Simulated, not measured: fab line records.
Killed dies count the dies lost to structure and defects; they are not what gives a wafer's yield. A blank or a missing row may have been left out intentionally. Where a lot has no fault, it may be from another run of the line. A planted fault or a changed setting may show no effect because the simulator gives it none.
The tool behind it: which one? | flow n5 finfet | Sampling: 10 lots, 30 wafers, 5 of 1938 route steps

== WHAT EACH GAUGE READ, for each wafer ==
N5_BEOL_M4_RC_MEAS_101.
lot  | measured     | on        | IOFF_N (nA/um)
L147 | day 8 07:15  | prober-02 | 0.17 0.16 0.17
L148 | day 8 07:31  | prober-01 | 0.15 0.21 0.16
L152 | day 9 10:52  | prober-01 | 0.20 0.17 0.19
L155 | day 10 12:10 | prober-01 | 0.17 0.14 0.14
L157 | day 10 18:57 | prober-01 | 0.14 0.14 0.14
L161 | day 11 13:50 | prober-02 | 0.18 0.16 0.17
L163 | day 12 10:47 | prober-01 | 10.18 12.52 20.59
L165 | day 12 17:00 | prober-01 | 0.15 0.14 0.20
L169 | day 13 13:10 | prober-02 | 0.11 0.26 0.18
L170 | day 13 22:20 | prober-02 | 0.16 0.17 0.21

== WHICH TOOL RAN EACH LOT (tool, then ch and the chambers of the sampled wafers, then the start) ==
lot  | N5_BEOL_M1_SPUTTER_48        | N5_BEOL_M4_SPUTTER_79        | N5_BEOL_M4_ANNEAL_87         | N5_BEOL_M4_ANNEAL_89
L147 | pvd sputter-02, day 6 11:26  | pvd sputter-03, day 8 04:37  | pvd sputter-03, day 8 05:08  | pvd sputter-03, day 8 05:21
L148 | pvd sputter-01, day 6 15:29  | pvd sputter-01, day 8 04:43  | pvd sputter-01, day 8 05:14  | pvd sputter-01, day 8 05:28
L152 | pvd sputter-01, day 7 13:02  | pvd sputter-02, day 9 08:11  | pvd sputter-02, day 9 08:42  | pvd sputter-02, day 9 08:55
L155 | pvd sputter-01, day 8 12:13  | pvd sputter-01, day 10 08:23 | pvd sputter-01, day 10 08:54 | pvd sputter-01, day 10 09:07
L157 | pvd sputter-03, day 9 03:47  | pvd sputter-03, day 10 16:13 | pvd sputter-03, day 10 16:44 | pvd sputter-03, day 10 16:58
L161 | pvd sputter-02, day 9 23:55  | pvd sputter-02, day 11 11:07 | pvd sputter-02, day 11 11:38 | pvd sputter-02, day 11 11:52
L163 | pvd sputter-01, day 10 11:01 | pvd sputter-03, day 12 08:00 | pvd sputter-03, day 12 08:31 | pvd sputter-03, day 12 08:44
L165 | pvd sputter-03, day 10 20:32 | pvd sputter-03, day 12 14:09 | pvd sputter-03, day 12 14:40 | pvd sputter-03, day 12 14:53
L169 | pvd sputter-03, day 11 19:50 | pvd sputter-02, day 13 10:19 | pvd sputter-02, day 13 10:50 | pvd sputter-02, day 13 11:04
L170 | pvd sputter-02, day 12 10:11 | pvd sputter-01, day 13 19:23 | pvd sputter-01, day 13 19:55 | pvd sputter-01, day 13 20:08
- N5_BEOL_M1_SPUTTER_48: material Cu, target thk 4.5 nm, time 8.29 s.
- N5_BEOL_M4_SPUTTER_79: material Cu, target thk 4.5 nm, time 8.29 s.
- N5_BEOL_M4_ANNEAL_87: time 240 s.
- N5_BEOL_M4_ANNEAL_89: time 240 s.

== THE ANSWER, worked out from the rows above alone ==
Rule: what is usual is taken from the lots themselves. The widest of any qualifying gaps counts: lots, ordered by their means at a reading, are off when they make up no more than a third of the lots, leave a main group of 4 or more, and stand apart from it by 3 or more times the standard deviation of that group's means. The tables above print the reading to a certain number of digits; a main group whose means all agree to those digits is not used. Also off: a lot with no number at a reading for which 4 or more lots have one. Any other lot the step has rows for is counted as sound.
Off: at N5_BEOL_M4_RC_MEAS_101 (IOFF_N), L163. The main group has a mean of 0.17 nA/um with a standard deviation of 0.014.
A tool fits if, at a process step before that reading, it ran every lot that is off, and no sound lot after the first of them. Gauges at N5_BEOL_M4_RC_MEAS_101: tried the same way as those tools. One candidate fits, namely pvd sputter-01 at N5_BEOL_M1_SPUTTER_48. A fault onset in the window from L155 (day 8 12:13, its last sound lot) to L163 (day 10 11:01, its first lot off) fits.

== WHAT HAD BEEN PUT IN BY THE SIMULATOR ==
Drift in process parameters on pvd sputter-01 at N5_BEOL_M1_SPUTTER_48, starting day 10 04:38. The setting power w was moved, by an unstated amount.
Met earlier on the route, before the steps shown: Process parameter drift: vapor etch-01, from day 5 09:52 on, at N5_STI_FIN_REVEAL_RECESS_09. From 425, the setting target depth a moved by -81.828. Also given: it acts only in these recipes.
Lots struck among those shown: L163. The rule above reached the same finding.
